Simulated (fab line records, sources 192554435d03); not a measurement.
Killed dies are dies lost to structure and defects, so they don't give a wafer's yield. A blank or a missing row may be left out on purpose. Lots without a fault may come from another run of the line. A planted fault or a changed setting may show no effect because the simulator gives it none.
A struck lot beside a sound one | flow n5_finfet | 16 steps out of a route of 1938
Sound: wafers L777.1, L777.2, L777.3. Struck: wafers L776.1, L776.3, L776.4. The cause comes at the end.
At each step with rows: each side's tool, then ch and its chambers, then its first start. Under that, the readings that differ: sound wafers | struck wafers | difference of the means | sigmas: that difference in standard deviations of wafers without a fault.
alike: readings whose means differ by less than 2 such deviations, and words and numbers that are the same on both sides. not compared: withheld readings, readings that some wafer has no value for, bounds like >300 that may hide the same value, and numbers for which the record gives no deviation and whose values overlap.
The two part at a step that has a row with sigmas, a row that says differs or no value, or rows on one side only. Numbers that don't overlap but have no deviation are shown without sigmas and don't part them. A reading that every wafer of one side lacks parts them only if that side has two wafers or more.

N5_MOL_CONTACT_COAG_DESCUM_13: chemistry O2, time 7 s.
  sound on rie_diel-05 ch 1,2,3, day 8 00:13; struck on rie_diel-02 ch 0,2,3, day 7 22:52
  alike: bias_power_w, drypump_motor_current_A, oes_product_au, rf_vpp_V, showerhead_plenum_p_Torr, throttle_valve_pct
  not compared: rf_hours_counter_h
N5_MOL_CONTACT_COAG_ETCH_59: etches underlayer in N2/H2, target depth 13 nm, time 10.4 s.
  sound on rie_diel-05 ch 1,2,3, day 8 00:15; struck on rie_diel-02 ch 0,2,3, day 7 22:54
  alike: bias_w, drypump_motor_current_A, etch_rf_on_time_s, oes_product_au, rf_vpp_V, showerhead_plenum_p_Torr, throttle_valve_pct
  not compared: rf_hours_counter_h
N5_MOL_CONTACT_COAG_ETCH_105: etches SiARC in CF4, target depth 15.6 nm, time 26 s.
  sound on rie_diel-05 ch 1,2,3, day 8 00:16; struck on rie_diel-02 ch 0,2,3, day 7 22:55
  alike: bias_w, drypump_motor_current_A, etch_rf_on_time_s, oes_product_au, rf_vpp_V, showerhead_plenum_p_Torr, throttle_valve_pct
  not compared: rf_hours_counter_h
then, 5 steps without rows for these wafers: N5_MOL_CONTACT_COAG_ETCH_106 (etches SOC in N2/H2, target depth 80 nm, overetch 16 nm, time 120 s); N5_MOL_CONTACT_COAG_STRIP_107 (strips in N2/H2); N5_MOL_CONTACT_COAG_STRIP_108 (strips in N2/H2); N5_MOL_CONTACT_COAG_CONTACT_ETCH_14 (etches SiO2 in C4F6/O2, target depth 27.5 nm, overetch 8.5 nm, time 20 s); N5_MOL_CONTACT_COAG_STRIP_109 (strips in C4F6/O2).
N5_MOL_CONTACT_COAG_ETCH_15: etches SiNx in CH3F/O2, stops on Si:P, target depth 7 nm.
  sound on rie_diel-05 ch 1,2,3, day 8 00:26; struck on rie_diel-02 ch 0,2,3, day 7 23:05
  alike: bias_w, drypump_motor_current_A, oes_product_au, rf_vpp_V, showerhead_plenum_p_Torr, throttle_valve_pct
  not compared: rf_hours_counter_h
then, 1 step without rows for these wafers: N5_MOL_CONTACT_COAG_ETCH_110 (etches Si in CF4/O2, target depth 2.5 nm, time 8 s).
N5_MOL_CONTACT_COAG_STRIP_98: strips in N2/H2.
  sound on rie_diel-05 ch 1,2,3, day 8 00:33; struck on rie_diel-02 ch 0,2,3, day 7 23:11
  reading          | sound             | struck            | difference | sigmas
  bias_power_w (W) | 7.981 8.013 7.984 | 8.025 8.060 8.064 | +0.057     | +2
  alike: drypump_motor_current_A, oes_product_au, rf_vpp_V, showerhead_plenum_p_Torr, throttle_valve_pct
  not compared: rf_hours_counter_h
N5_MOL_CONTACT_COAG_CD_MEAS_99: target cd 17.2 nm.
  sound on cd_sem-03, day 8 00:37; struck on cd_sem-01, day 7 23:16
  alike: cd_nm
N5_MOL_CONTACT_COAG_IMPLANT_129:
  sound on implanter-01 ch 0, day 8 00:39; struck on implanter-02 ch 0, day 7 23:17
  reading       | sound                         | struck                        | difference | sigmas
  beam_on_s (s) | 38.6 38.9 37.6                | 20.3 19.9 20.6                | -18.1      | -21
  dose_ions_cm2 | 6.009e+14 5.997e+14 6.002e+14 | 3.178e+14 3.175e+14 3.173e+14 | -2.827e+14 | -99 or more
then, 1 step without rows for these wafers: N5_MOL_CONTACT_COAG_PRECLEAN_111 (cleans in NF3:NH3, afs cycles 1, time 20 s, sublimation time 60 s).
-- the record jumps here: 4 days lie between the struck wafers' starts before and after (it left off in module MOL_CONTACT_COAG and takes up again in module BEOL_M4, whose first step shown is number 1111 of the route) --
N5_BEOL_M4_RC_MEAS_101:
  sound on prober-01 ch 0, day 12 07:55; struck on prober-01 ch 0, day 11 17:31
  alike: DIBL_N, DIBL_P, IOFF_N, IOFF_P, ION_N, ION_P, SS_N, SS_P, VT_N, VT_P
then, 1 step without rows for these wafers: N5_PASSIVATION_PROBE_49.

WHERE THEY PART
First at N5_MOL_CONTACT_COAG_STRIP_98; last, within this record, at N5_MOL_CONTACT_COAG_IMPLANT_129. Later steps at which nothing parts them and some readings are alike: N5_BEOL_M4_RC_MEAS_101.

WHY: what the simulator had put in
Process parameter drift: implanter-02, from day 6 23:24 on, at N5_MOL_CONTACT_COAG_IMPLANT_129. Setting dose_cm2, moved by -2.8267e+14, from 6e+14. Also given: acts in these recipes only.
